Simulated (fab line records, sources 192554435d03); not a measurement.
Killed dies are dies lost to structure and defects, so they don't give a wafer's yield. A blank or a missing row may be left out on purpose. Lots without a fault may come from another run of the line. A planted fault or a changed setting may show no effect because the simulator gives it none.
fab line records | flow n5_finfet
record lots=7 wafers=21
route steps=1938 shown BEOL_M7@1293 BEOL_M8@1389 BEOL_M9@1411 BEOL_M10@1480 BEOL_M11@1554
start_h: hours from the record's first day to the start of the lot's first wafer shown | wait_h: hours since the lot's step before | " the same as in the row above | L1.1+2: a row that stands for several wafers | - no value, or no start given | * or withheld: withheld | < > ~ a bound
route shown NAME@n: a module of which the file shows steps, and the number in the route of the first | usual: mean/standard deviation of fault-free wafers | same: alike in all rows | chamber/n: place in a boat | sites: the reading at each site | _std_site: their standard deviation | _edge_site: outer sites' mean less inner sites' | radius_mm: how far each site lies from the wafer's centre | mask NAME#n: copy n | behind: the tool/chamber that last shaped the wafer | hold: why the lot was held/for how many hours/how that ended | device: the transistor (n, p or np) that didn't switch | end of line: the same wafers' tests at the end of the route | a step without rows: its recipe alone | killed: dies lost to structure and defects at the first sort, not the wafer's yield | map: a wafer's dies, x killed, . not, _ none there
set.NAME: the setting as run; set.NAME@STEP: as run at that earlier step | model.NAME: the simulator's own value behind a step, which no gauge read
lots whose settings were changed on purpose; a table a step, a row a wafer
## steps
# step N5_BEOL_M7_EXPOSE_25
# recipe mask_id=V6 na=0.33 source_shape=annular sigma_inner=0.4 sigma_outer=0.8 polarization=unpolarized target_cd_nm=40 dose_mj=42.5
# columns lot.wafer tool chamber start_h wait_h mask set.dose_mj
L077.1+3 euv_scanner-02 0 211.76 - V6#0 42.5
L077.2 " 0 " " V6#0 41.24
L078.3+4 euv_scanner-02 0 211.96 - V6#0 42.5
L078.5 " 0 " " V6#0 40.68
L079.2+4 euv_scanner-01 0 214.77 - V6#0 41.42
L079.5 " 0 " " V6#0 42.5
L080.3+5 euv_scanner-01 0 224.41 - V6#0 41.52
L080.4 " 0 " " V6#0 42.5
L091.4 euv_scanner-01 0 303.71 - V6#0 41.02
L091.5+6 " 0 " " V6#0 42.5
L094.2+3+4 euv_scanner-01 0 328.04 - V6#0 42.5
L095.2+5 euv_scanner-01 0 335.79 - V6#0 44.04
L095.3 " 0 " " V6#0 42.5
# step N5_BEOL_M7_PEB_26
# recipe peb_temp_c=100 peb_time_s=60 resist=CAR-EUV
# step N5_BEOL_M7_DEVELOP_27
# recipe develop_time_s=30 developer=TMAH resist=CAR-EUV rinse_liquid=surfactant_rinse dry=air_spin dev_temp_c=23
# step N5_BEOL_M7_CD_MEAS_28
# recipe target_cd_nm=40 landing_energy_ev=500 detector=se_inlens
# usual cd_nm=40.12/0.23
# columns lot.wafer tool chamber start_h wait_h set.dose_mj@BEOL_M7_EXPOSE_25 cd_nm
L077.1 cd_sem-01 0 211.89 - 42.5 40.43
L077.2 " 0 " " 41.24 39.16
L077.3 " 0 " " 42.5 40.50
L078.3 cd_sem-01 0 212.08 - 42.5 40.18
L078.4 " 0 " " 42.5 40.14
L078.5 " 0 " " 40.68 39.15
L079.2 cd_sem-03 0 214.90 - 41.42 39.56
L079.4 " 0 " " 41.42 39.71
L079.5 " 0 " " 42.5 40.43
L080.3 cd_sem-03 0 224.53 - 41.52 40.14
L080.4 " 0 " " 42.5 40.52
L080.5 " 0 " " 41.52 39.67
L091.4 cd_sem-01 0 303.82 - 41.02 39.37
L091.5 " 0 " " 42.5 40.27
L091.6 " 0 " " 42.5 40.13
L094.2 cd_sem-01 0 328.17 - 42.5 40.09
L094.3 " 0 " " 42.5 40.06
L094.4 " 0 " " 42.5 40.07
L095.2 cd_sem-01 0 335.91 - 44.04 40.78
L095.3 " 0 " " 42.5 40.22
L095.5 " 0 " " 44.04 41.09
# step N5_BEOL_M7_DESCUM_33
# recipe chemistry=O2 time_s=7 source_power_w=50 bias_power_w=20 pressure_mtorr=20 rf_frequency_hz=2.712e+07 temp_c=40 resist=CAR-EUV o2_flow_sccm=225
# columns lot.wafer tool chamber start_h wait_h set.spin_rpm@BEOL_M7_COAT_22 model.CAR-EUV_of_BEOL_M7_COAT_22.thk_nm
L077.1 rie_diel-03 3 212.21 0.2 1500 26
L077.2 " 2 " " 1558 25.6
L077.3 " 1 " " 1558 25.4
L078.3+4+5 rie_diel-03 1,2,1 213.15 1.0 1500 26
L079.2 rie_diel-03 1 215.28 0.3 1645 24.6
L079.4+5 " 0,1 " " 1500 26
L080.3 rie_diel-03 0 224.65 0.0 1500 25.8
L080.4 " 3 " " 1421 26.8
L080.5 " 2 " " 1500 26
L091.4+5 rie_diel-03 3 304.05 0.1 1500 26
L091.6 " 2 " " 1595 25.2
L094.2+3+4 rie_diel-02 0,1,3 328.29 0.0 1500 26
L095.2 rie_diel-02 3 336.04 0.0 1500 26.2
L095.3+5 " 2 " " 1500 26
# step N5_BEOL_M7_ETCH_72
# recipe chemistry=N2/H2 target=underlayer target_depth_a=65 mask_material=CAR-EUV time_s=5.2 ion_energy_ev=200 pressure_mtorr=30 source_w=840 bias_w=150 n2_flow_sccm=200 h2_flow_sccm=200 ends=cleared
# columns lot.wafer tool chamber start_h wait_h set.dose_mj@BEOL_M7_EXPOSE_25 model.BEOL_M7.cd_nm
L077.1 rie_diel-03 3 212.24 0.0 42.5 40.6
L077.2 " 2 " " 41.24 39.4
L077.3 " 1 " " 42.5 40.2
L078.3 rie_diel-03 1 213.19 0.0 42.5 40
L078.4 " 2 " " 42.5 39.8
L078.5 " 1 " " 40.68 39.2
L079.2 rie_diel-03 1 215.31 0.0 41.42 39.4
L079.4 " 0 " " 41.42 39.6
L079.5 " 1 " " 42.5 40.2
L080.3 rie_diel-03 0 224.69 0.0 41.52 40
L080.4 " 3 " " 42.5 40.4
L080.5 " 2 " " 41.52 39.6
L091.4 rie_diel-03 3 304.08 0.0 41.02 39.4
L091.5 " 3 " " 42.5 40.2
L091.6 " 2 " " 42.5 40
L094.2 rie_diel-02 0 328.33 0.0 42.5 39.8
L094.3+4 " 1,3 " " 42.5 40
L095.2 rie_diel-02 3 336.07 0.0 44.04 40.8
L095.3 " 2 " " 42.5 40.2
L095.5 " 2 " " 44.04 41
# step N5_BEOL_M7_ETCH_65
# recipe chemistry=CF4 target=SiARC target_depth_a=156 mask_material=CAR-EUV time_s=26 ion_energy_ev=80 pressure_mtorr=40 source_w=545 bias_w=36 Ar_flow_sccm=100 cf4_flow_sccm=100 ends=cleared
# columns lot.wafer tool chamber start_h wait_h set.dose_mj@BEOL_M7_EXPOSE_25 model.BEOL_M7.cd_nm
L077.1 rie_diel-03 3 212.26 0.0 42.5 40.6
L077.2 " 2 " " 41.24 39.4
L077.3 " 1 " " 42.5 40.4
L078.3 rie_diel-03 1 213.20 0.0 42.5 40
L078.4 " 2 " " 42.5 39.8
L078.5 " 1 " " 40.68 39.2
L079.2+4 rie_diel-03 1,0 215.33 0.0 41.42 39.6
L079.5 " 1 " " 42.5 40.4
L080.3 rie_diel-03 0 224.70 0.0 41.52 40
L080.4 " 3 " " 42.5 40.4
L080.5 " 2 " " 41.52 39.6
L091.4 rie_diel-03 3 304.10 0.0 41.02 39.4
L091.5+6 " 3,2 " " 42.5 40.2
L094.2 rie_diel-02 0 328.34 0.0 42.5 39.8
L094.3 " 1 " " 42.5 40.2
L094.4 " 3 " " 42.5 40
L095.2 rie_diel-02 3 336.09 0.0 44.04 40.8
L095.3 " 2 " " 42.5 40
L095.5 " 2 " " 44.04 41
# step N5_BEOL_M7_ETCH_66
# recipe chemistry=N2/H2 target=SOC target_depth_a=800 overetch_a=160 mask_material=SiARC temp_c=40 time_s=120 ion_energy_ev=200 pressure_mtorr=30 source_w=840 bias_w=150 n2_flow_sccm=200 h2_flow_sccm=200
# columns lot.wafer tool chamber start_h wait_h set.dose_mj@BEOL_M7_EXPOSE_25 model.BEOL_M7.cd_nm
L077.1 rie_diel-03 3 212.29 0.0 42.5 40.6
L077.2 " 2 " " 41.24 39.6
L077.3 " 1 " " 42.5 40.8
L078.3+4 rie_diel-03 1,2 213.23 0.0 42.5 40.2
L078.5 " 1 " " 40.68 39.4
L079.2 rie_diel-03 1 215.36 0.0 41.42 39.8
L079.4 " 0 " " 41.42 39.6
L079.5 " 1 " " 42.5 40.6
L080.3 rie_diel-03 0 224.73 0.0 41.52 40
L080.4 " 3 " " 42.5 40.4
L080.5 " 2 " " 41.52 39.8
L091.4 rie_diel-03 3 304.13 0.0 41.02 39.2
L091.5+6 " 3,2 " " 42.5 40
L094.2+3 rie_diel-02 0,1 328.37 0.0 42.5 40.2
L094.4 " 3 " " 42.5 40.4
L095.2 rie_diel-02 3 336.11 0.0 44.04 41
L095.3 " 2 " " 42.5 40.6
L095.5 " 2 " " 44.04 41.2
# step N5_BEOL_M8_ALD_77
# recipe material=TaN target_thk_a=20 temp_c=275 ald_precursor_family=PDMAT ald_co_reactant=NH3 pressure_torr=3 carrier_flow_sccm=1500 pulse_time_s=2 purge_time_s=3 co_reactant_purge_time_s=2 co_reactant_pulse_time_s=3 ald_cycles=40 precursor_vessel_temp_c=75 precursor_vessel_pressure_torr=26.25 precursor_vessel_carrier_sccm=1000
# columns lot.wafer tool chamber start_h wait_h set.ald_cycles model.TaN_of_BEOL_M8_ALD_77.thk_nm
L077.1+3 ald_metal-04 0,2 220.81 0.1 36 1.8
L077.2 " 1 " " 40 2
L078.3+5 ald_metal-03 3,1 221.85 0.1 46 2.4
L078.4 " 0 " " 40 2
L079.2 ald_metal-04 3 223.05 0.1 44 2.2
L079.4+5 " 1,0 " " 40 2
L080.3+5 ald_metal-02 1,0 235.75 0.1 40 2
L080.4 " 2 " " 36 1.8
L091.4+6 ald_metal-03 2,0 312.91 0.0 36 1.8
L091.5 " 3 " " 40 2
L094.2+3+4 ald_metal-02 1,2,3 338.34 0.0 40 2
L095.2+3+5 ald_metal-02 2,3,2 345.94 0.1 37 1.8
# step N5_BEOL_M9_EXPOSE_08
# recipe mask_id=M9 na=1.35 source_shape=dipole sigma_inner=0.411 sigma_outer=0.611 polarization=te dose_mj=53.75
# columns lot.wafer tool chamber start_h wait_h mask set.dose_mj
L077.1+2 arfi_scanner-02 0 224.60 - M9#0 53.75
L077.3 " 0 " " M9#0 56.46
L078.3+5 arfi_scanner-02 0 225.81 - M9#0 55.82
L078.4 " 0 " " M9#0 53.75
L079.2+5 arfi_scanner-02 0 228.18 - M9#0 53.75
L079.4 " 0 " " M9#0 55.12
L080.3+4+5 arfi_scanner-02 0 240.37 - M9#0 53.75
L091.4 arfi_scanner-02 0 318.36 - M9#0 50.82
L091.5+6 " 0 " " M9#0 53.75
L094.2+3+4 arfi_scanner-01 0 342.42 - M9#0 53.75
L095.2+3 arfi_scanner-01 0 353.97 - M9#0 51.14
L095.5 " 0 " " M9#0 53.75
# step N5_BEOL_M9_PEB_09
# recipe peb_temp_c=withheld peb_time_s=60 resist=CAR-ArF
# step N5_BEOL_M9_DEVELOP_10
# recipe develop_time_s=30 developer=TMAH resist=CAR-ArF rinse_liquid=diw dry=air_spin dev_temp_c=23
# step N5_BEOL_M9_CD_MEAS_11
# recipe target_cd_nm=64.1 landing_energy_ev=500 detector=se_inlens polarity=opening
# usual cd_nm=63.8/0.66
# columns lot.wafer tool chamber start_h wait_h set.dose_mj@BEOL_M9_EXPOSE_08 cd_nm
L077.1 cd_sem-02 0 224.73 - 53.75 64.0
L077.2 " 0 " " 53.75 64.3
L077.3 " 0 " " 56.46 65.7
L078.3 cd_sem-03 0 225.92 - 55.82 66.1
L078.4 " 0 " " 53.75 64.2
L078.5 " 0 " " 55.82 65.8
L079.2 cd_sem-01 0 228.30 - 53.75 63.8
L079.4 " 0 " " 55.12 64.4
L079.5 " 0 " " 53.75 62.9
L080.3 cd_sem-02 0 240.48 - 53.75 63.9
L080.4 " 0 " " 53.75 63.5
L080.5 " 0 " " 53.75 63.6
L091.4 cd_sem-02 0 318.47 - 50.82 61.6
L091.5 " 0 " " 53.75 63.4
L091.6 " 0 " " 53.75 63.9
L094.2 cd_sem-02 0 342.54 - 53.75 63.6
L094.3 " 0 " " 53.75 63.3
L094.4 " 0 " " 53.75 63.8
L095.2 cd_sem-03 0 354.09 - 51.14 60.7
L095.3 " 0 " " 51.14 61.6
L095.5 " 0 " " 53.75 63.6
# step N5_BEOL_M9_ETCH_62
# recipe chemistry=N2/H2 target=SOC target_depth_a=1100 overetch_a=220 mask_material=SiARC temp_c=40 time_s=165 ion_energy_ev=200 pressure_mtorr=30 source_w=840 bias_w=150 n2_flow_sccm=200 h2_flow_sccm=200
# columns lot.wafer tool chamber start_h wait_h set.time_s model.SiARC_of_BEOL_M9_COAT_60.thk_nm
L077.1 rie_diel-01 3 225.51 0.0 165 23.2
L077.2 " 0 " " 151.8 24
L077.3 " 1 " " 151.8 24.4
L078.3 rie_diel-02 2 226.09 0.0 134.6 24.6
L078.4 " 3 " " 134.6 25
L078.5 " 2 " " 165 23.4
L079.2+4 rie_diel-02 2 228.56 0.0 175.6 23
L079.5 " 3 " " 175.6 23.6
L080.3 rie_diel-02 2 241.23 0.0 192 22.2
L080.4 " 3 " " 165 24
L080.5 " 3 " " 165 23.8
L091.4 rie_diel-03 0 318.65 0.0 165 23.2
L091.5+6 " 0,3 " " 190.1 22.2
L094.2 rie_diel-02 0 342.71 0.0 165 23.8
L094.3 " 2 " " 165 23.2
L094.4 " 3 " " 165 24
L095.2 rie_diel-03 3 354.27 0.0 165 23.4
L095.3+5 " 2 " " 165 23.6
# step N5_BEOL_M9_STRIP_68
# recipe chemistry=N2/H2 temp_c=40 n2_flow_sccm=200 h2_flow_sccm=200 rf_frequency_hz=6e+07
# step N5_BEOL_M9_STRIP_67
# recipe chemistry=CF4 resist=SiARC power_w=300 bias_power_w=75 pressure_mtorr=50 cf4_flow_sccm=150 rf_frequency_hz=6e+07
# step N5_BEOL_M9_HM_OPEN_17
# recipe chemistry=Cl2/BCl3 target_depth_a=200 overetch_a=60 target=TiN mask_material=SOC ion_energy_ev=150 pressure_mtorr=10 icp_w=1000 bias_w=126 Cl2_flow_sccm=53.25 bcl3_flow_sccm=21.75 Ar_flow_sccm=25
# step N5_BEOL_M9_STRIP_19
# recipe chemistry=O2 power_w=400 temp_c=40 pressure_mtorr=30 rf_frequency_hz=6e+07 bias_power_w=0 overash_fraction=0.2 o2_flow_sccm=225
# step N5_BEOL_M9_CD_MEAS_18
# recipe pitch_nm=140 target_cd_nm=70
# usual cd_nm=69.6/0.86
# columns lot.wafer tool chamber start_h wait_h set.dose_mj@BEOL_M9_EXPOSE_08 cd_nm
L077.1 cd_sem-02 - 225.99 0.0 53.75 69.2
L077.2 " - " " 53.75 69.5
L077.3 " - " " 56.46 71.5
L078.3 cd_sem-02 - 226.55 0.1 55.82 71.6
L078.4 " - " " 53.75 69.0
L078.5 " - " " 55.82 72.1
L079.2 cd_sem-03 - 228.93 0.1 53.75 70.2
L079.4 " - " " 55.12 70.6
L079.5 " - " " 53.75 69.3
L080.3 cd_sem-03 - 241.72 0.1 53.75 69.2
L080.4 " - " " 53.75 69.9
L080.5 " - " " 53.75 69.8
L091.4 cd_sem-03 - 319.03 0.0 50.82 67.6
L091.5 " - " " 53.75 70.1
L091.6 " - " " 53.75 69.8
L094.2 cd_sem-02 - 343.08 0.1 53.75 69.5
L094.3 " - " " 53.75 68.9
L094.4 " - " " 53.75 69.2
L095.2 cd_sem-01 - 354.64 0.1 51.14 66.3
L095.3 " - " " 51.14 67.4
L095.5 " - " " 53.75 69.9
# step N5_BEOL_M9_COAT_63
# recipe resist=SOC temp_c=250 time_s=60 spin_rpm=1500 resist_thk_nm=60
# step N5_BEOL_M9_COAT_64
# recipe resist=SiARC temp_c=220 time_s=60 spin_rpm=1500 resist_thk_nm=12
# step N5_BEOL_M9_PRECLEAN_42
# recipe chemistry=residue_remover time_s=60 temp_c=40
# step N5_BEOL_M9_SRD_43
# recipe time_s=30 temp_c=23 rinse_liquid=diw dry=ipa_marangoni
# step N5_BEOL_M9_CD_MEAS_35
# recipe target_cd_nm=70 target_cd_y_nm=40 polarity=opening
# usual cd_nm=69.6/0.83
# columns lot.wafer tool chamber start_h wait_h set.dose_mj@BEOL_M9_EXPOSE_08 cd_nm
L077.1 cd_sem-03 - 228.27 0.0 53.75 69.3
L077.2 " - " " 53.75 69.6
L077.3 " - " " 56.46 71.1
L078.3 cd_sem-03 - 228.47 0.0 55.82 71.4
L078.4 " - " " 53.75 68.9
L078.5 " - " " 55.82 72.1
L079.2 cd_sem-01 - 230.09 0.0 53.75 69.3
L079.4 " - " " 55.12 70.4
L079.5 " - " " 53.75 68.7
L080.3 cd_sem-03 - 243.24 0.0 53.75 69.1
L080.4 " - " " 53.75 69.5
L080.5 " - " " 53.75 69.1
L091.4 cd_sem-03 - 321.05 0.0 50.82 67.5
L091.5 " - " " 53.75 69.9
L091.6 " - " " 53.75 70.3
L094.2 cd_sem-02 - 345.13 0.0 53.75 69.5
L094.3 " - " " 53.75 68.7
L094.4 " - " " 53.75 69.4
L095.2 cd_sem-03 - 355.67 0.0 51.14 66.3
L095.3 " - " " 51.14 67.6
L095.5 " - " " 53.75 70.2
# step N5_BEOL_M10_EXPOSE_08
# recipe mask_id=M10 na=1.35 source_shape=dipole sigma_inner=0.411 sigma_outer=0.611 polarization=te dose_mj=53.75
# columns lot.wafer tool chamber start_h wait_h mask set.dose_mj
L077.1+2+3 arfi_scanner-01 0 232.36 - M10#0 53.75
L078.3+5 arfi_scanner-02 0 234.71 - M10#0 53.75
L078.4 " 0 " " M10#0 51.16
L079.2+4 arfi_scanner-03 0 235.26 - M10#0 51.68
L079.5 " 0 " " M10#0 53.75
L080.3+5 arfi_scanner-02 0 247.91 - M10#0 54.91
L080.4 " 0 " " M10#0 53.75
L091.4+5 arfi_scanner-03 0 329.57 - M10#0 53.75
L091.6 " 0 " " M10#0 54.8
L094.2+3+4 arfi_scanner-03 0 349.43 - M10#0 53.75
L095.2 arfi_scanner-02 0 361.95 - M10#0 53.75
L095.3+5 " 0 " " M10#0 51.34
# step N5_BEOL_M10_PEB_09
# recipe peb_temp_c=withheld peb_time_s=60 resist=CAR-ArF
# step N5_BEOL_M10_DEVELOP_10
# recipe develop_time_s=30 developer=TMAH resist=CAR-ArF rinse_liquid=diw dry=air_spin dev_temp_c=23
# step N5_BEOL_M10_CD_MEAS_11
# recipe target_cd_nm=64.1 landing_energy_ev=500 detector=se_inlens polarity=opening
# usual cd_nm=63.8/0.69
# columns lot.wafer tool chamber start_h wait_h set.dose_mj@BEOL_M10_EXPOSE_08 cd_nm
L077.1 cd_sem-01 0 232.49 - 53.75 63.5
L077.2 " 0 " " 53.75 63.5
L077.3 " 0 " " 53.75 64.4
L078.3 cd_sem-02 0 234.82 - 53.75 64.9
L078.4 " 0 " " 51.16 62.4
L078.5 " 0 " " 53.75 64.2
L079.2 cd_sem-01 0 235.38 - 51.68 61.2
L079.4 " 0 " " 51.68 60.6
L079.5 " 0 " " 53.75 63.1
L080.3 cd_sem-01 0 248.03 - 54.91 64.3
L080.4 " 0 " " 53.75 63.7
L080.5 " 0 " " 54.91 64.1
L091.4 cd_sem-03 0 329.68 - 53.75 63.0
L091.5 " 0 " " 53.75 63.3
L091.6 " 0 " " 54.8 63.8
L094.2 cd_sem-01 0 349.55 - 53.75 64.4
L094.3 " 0 " " 53.75 64.6
L094.4 " 0 " " 53.75 63.8
L095.2 cd_sem-01 0 362.07 - 53.75 62.9
L095.3 " 0 " " 51.34 61.6
L095.5 " 0 " " 51.34 61.6
# step N5_BEOL_M10_DESCUM_16
# recipe chemistry=O2 time_s=7.9 source_power_w=50 bias_power_w=20 pressure_mtorr=20 rf_frequency_hz=2.712e+07 temp_c=40 resist=CAR-ArF o2_flow_sccm=225
# step N5_BEOL_M10_ETCH_61
# recipe chemistry=CF4 target=SiARC target_depth_a=390 mask_material=CAR-ArF time_s=65 ion_energy_ev=80 pressure_mtorr=40 source_w=545 bias_w=36 Ar_flow_sccm=100 cf4_flow_sccm=100 ends=cleared
# columns lot.wafer tool chamber start_h wait_h set.dose_mj@BEOL_M10_EXPOSE_08 model.BEOL_M10.cd_offset_nm
L077.1 rie_diel-05 1 232.87 0.0 53.75 -0.4
L077.2 " 0 " " 53.75 -1.2
L077.3 " 2 " " 53.75 0
L078.3 rie_diel-04 1 235.05 0.0 53.75 0.8
L078.4 " 2 " " 51.16 -2
L078.5 " 2 " " 53.75 -0.2
L079.2 rie_diel-05 2 235.60 0.0 51.68 -3.2
L079.4 " 0 " " 51.68 -3.6
L079.5 " 3 " " 53.75 -1.2
L080.3+5 rie_diel-06 0,2 248.70 0.0 54.91 0.4
L080.4 " 3 " " 53.75 -0.2
L091.4 rie_diel-05 2 329.93 0.0 53.75 -1.4
L091.5 " 3 " " 53.75 -0.6
L091.6 " 2 " " 54.8 0
L094.2 rie_diel-04 0 350.25 0.0 53.75 0
L094.3 " 2 " " 53.75 0.4
L094.4 " 0 " " 53.75 -0.6
L095.2 rie_diel-04 3 362.19 0.0 53.75 -0.6
L095.3 " 0 " " 51.34 -2.2
L095.5 " 0 " " 51.34 -2.6
# step N5_BEOL_M11_ETCH_62
# recipe chemistry=N2/H2 target=SOC target_depth_a=1100 overetch_a=220 mask_material=SiARC temp_c=40 time_s=165 ion_energy_ev=200 pressure_mtorr=30 source_w=840 bias_w=150 n2_flow_sccm=200 h2_flow_sccm=200
# columns lot.wafer tool chamber start_h wait_h set.time_s model.SiARC_of_BEOL_M11_COAT_60.thk_nm
L077.1 rie_diel-02 3 239.21 0.0 132.1 25.2
L077.2 " 0 " " 165 23.8
L077.3 " 1 " " 132.1 24.8
L078.3 rie_diel-02 2 241.48 0.0 165 23.4
L078.4 " 3 " " 165 23.8
L078.5 " 0 " " 147.7 24.4
L079.2 rie_diel-01 1 242.94 0.0 198 22.6
L079.4 " 3 " " 198 21.4
L079.5 " 0 " " 198 22.2
L080.3 rie_diel-01 0 256.62 0.0 128.4 25
L080.4 " 3 " " 165 23.2
L080.5 " 0 " " 165 23.6
L091.4+5 rie_diel-03 0 337.85 0.0 142.4 24.4
L091.6 " 1 " " 165 23.6
L094.2+3+4 rie_diel-03 2,0,0 359.11 0.0 165 23.4
L095.2+3 rie_diel-02 1,0 369.23 0.0 198.1 22.4
L095.5 " 1 " " 198.1 22.2
## key
split step=N5_BEOL_M7_EXPOSE_25 setting=dose_mj stated=42.5 by=wafer
response step=N5_BEOL_M7_CD_MEAS_28 reading=cd_nm change=+0.266 per=1% r=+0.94
response step=N5_BEOL_M7_ETCH_72 reading=model.BEOL_M7.cd_nm change=+0.22 per=1% r=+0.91
response step=N5_BEOL_M7_ETCH_65 reading=model.BEOL_M7.cd_nm change=+0.245 per=1% r=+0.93
response step=N5_BEOL_M7_ETCH_66 reading=model.BEOL_M7.cd_nm change=+0.23 per=1% r=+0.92
split step=N5_BEOL_M8_ALD_77 setting=ald_cycles stated=40 by=wafer
response step=N5_BEOL_M8_ALD_77 reading=model.TaN_of_BEOL_M8_ALD_77.thk_nm change=+0.0224 per=1% r=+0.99
split step=N5_BEOL_M9_EXPOSE_08 setting=dose_mj stated=53.75 by=wafer
response step=N5_BEOL_M9_CD_MEAS_11 reading=cd_nm change=+0.408 per=1% r=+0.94
response step=N5_BEOL_M9_CD_MEAS_18 reading=cd_nm change=+0.515 per=1% r=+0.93
response step=N5_BEOL_M9_CD_MEAS_35 reading=cd_nm change=+0.529 per=1% r=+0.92
split step=N5_BEOL_M9_ETCH_62 setting=time_s stated=165 by=wafer
response step=N5_BEOL_M9_ETCH_62 reading=model.SiARC_of_BEOL_M9_COAT_60.thk_nm change=-0.0851 per=1% r=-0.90
split step=N5_BEOL_M10_EXPOSE_08 setting=dose_mj stated=53.75 by=wafer
response step=N5_BEOL_M10_CD_MEAS_11 reading=cd_nm change=+0.408 per=1% r=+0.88
response step=N5_BEOL_M10_ETCH_61 reading=model.BEOL_M10.cd_offset_nm change=+0.463 per=1% r=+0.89
split step=N5_BEOL_M11_ETCH_62 setting=time_s stated=165 by=wafer
response step=N5_BEOL_M11_ETCH_62 reading=model.SiARC_of_BEOL_M11_COAT_60.thk_nm change=-0.0663 per=1% r=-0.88
split outside_this_file step=N5_BEOL_M7_COAT_22 setting=spin_rpm
# split outside_this_file: this setting was split too, and the file shows its column; the key of that split is in another file
